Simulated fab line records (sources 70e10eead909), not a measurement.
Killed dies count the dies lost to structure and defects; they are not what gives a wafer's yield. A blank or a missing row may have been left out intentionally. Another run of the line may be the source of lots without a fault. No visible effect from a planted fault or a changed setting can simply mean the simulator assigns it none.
A lot that was struck, set against a sound lot | flow nandHarc | 14 out of 1302 route steps
Sound: the wafers L327.1, L327.2, L327.5. Struck: wafer L339.4. (L339.5 of the same lot was not struck and is left out.) The cause comes at the end.
For every step that has rows: the tool of each side, followed by ch and its chambers, followed by its first start. Under that, the readings that differ: sound wafers | struck wafers | difference of the means | sigmas: that difference in standard deviations of wafers without a fault.
alike: readings whose means differ by less than 2 such deviations, and words and numbers that are the same on both sides. not compared: withheld readings, readings that some wafer has no value for, bounds like >300 that may hide the same value, and numbers for which the record gives no deviation and whose values overlap.
A row with sigmas, a row that says differs or no value, or rows on one side alone: a step with any of these is where the two part. Numbers that don't overlap but have no deviation are shown without sigmas and don't part them. A reading that every wafer of one side lacks parts them only if that side has two wafers or more.

NHARC_A_DECK1_JOINT_ETCHBACK_00: etches the open film in HBr, target depth 30 nm, time 17.4 s.
  sound on rieSi-02 ch 0,1,2, day 13 23:31; struck on rieSi-02 ch 1, day 19 03:12
  alike: chamberPressureMTorr, drypumpMotorCurrentA, oesProductAu, throttleValvePct
  not compared: rfHoursCounterH
then, 8 steps without rows for these wafers: NHARC_A_DECK1_JOINT_PRECLEAN_30 (cleans in SC1); NHARC_A_DECK1_JOINT_SRD_31; NHARC_A_DECK1_JOINT_CVD_34 (deposits SiNx, target thk 20 nm); NHARC_A_DECK1_JOINT_DEP_06 (deposits SiOx, target thk 80 nm); NHARC_A_DECK1_JOINT_CURE_26 (time 32 s); NHARC_A_DECK1_JOINT_ANNEAL_27 (time 3600 s); NHARC_A_DECK1_JOINT_ANNEAL_28 (time 1800 s); NHARC_A_DECK1_JOINT_ANNEAL_29 (time 1800 s).
NHARC_A_DECK1_JOINT_CMP_02: polishes SiOx.
  sound on cmp-03 ch 1,2, day 15 01:08; struck on cmp-02 ch 1, day 20 05:58
  alike: motorCurrentA, retainingRingPressureFrac, slurryFlowMlMin
after that, 1 step had no rows for these wafers: NHARC_A_DECK1_JOINT_SRD_15.
NHARC_A_DECK1_JOINT_DEP_16: deposits SiO2, target thk 45 nm.
  sound on pecvd-03 ch 0,1,2, day 15 01:32; struck on pecvd-01 ch 1, day 20 06:26
  alike: heaterPowerW, showerheadVppV, throttleValvePct
NHARC_A_DECK1_JOINT_THK_MEAS_17: measures by ellipsometry.
  sound on filmMetro-01, day 15 01:48; struck on filmMetro-01, day 20 06:36
reading    | sound          | struck | difference | sigmas
thkNm (nm) | 44.7 45.0 45.3 | 28.4   | -16.6      | -13
NHARC_A_DECK1_JOINT_INSPECT_05:
  sound on defectInspect-01, day 15 01:50; struck on defectInspect-02, day 20 06:38
  alike: rawDefectCount

WHERE THEY PART
NHARC_A_DECK1_JOINT_THK_MEAS_17 only, going by this record. Later steps at which nothing parts them and some readings are alike: NHARC_A_DECK1_JOINT_INSPECT_05.

WHY: what the simulator had put in
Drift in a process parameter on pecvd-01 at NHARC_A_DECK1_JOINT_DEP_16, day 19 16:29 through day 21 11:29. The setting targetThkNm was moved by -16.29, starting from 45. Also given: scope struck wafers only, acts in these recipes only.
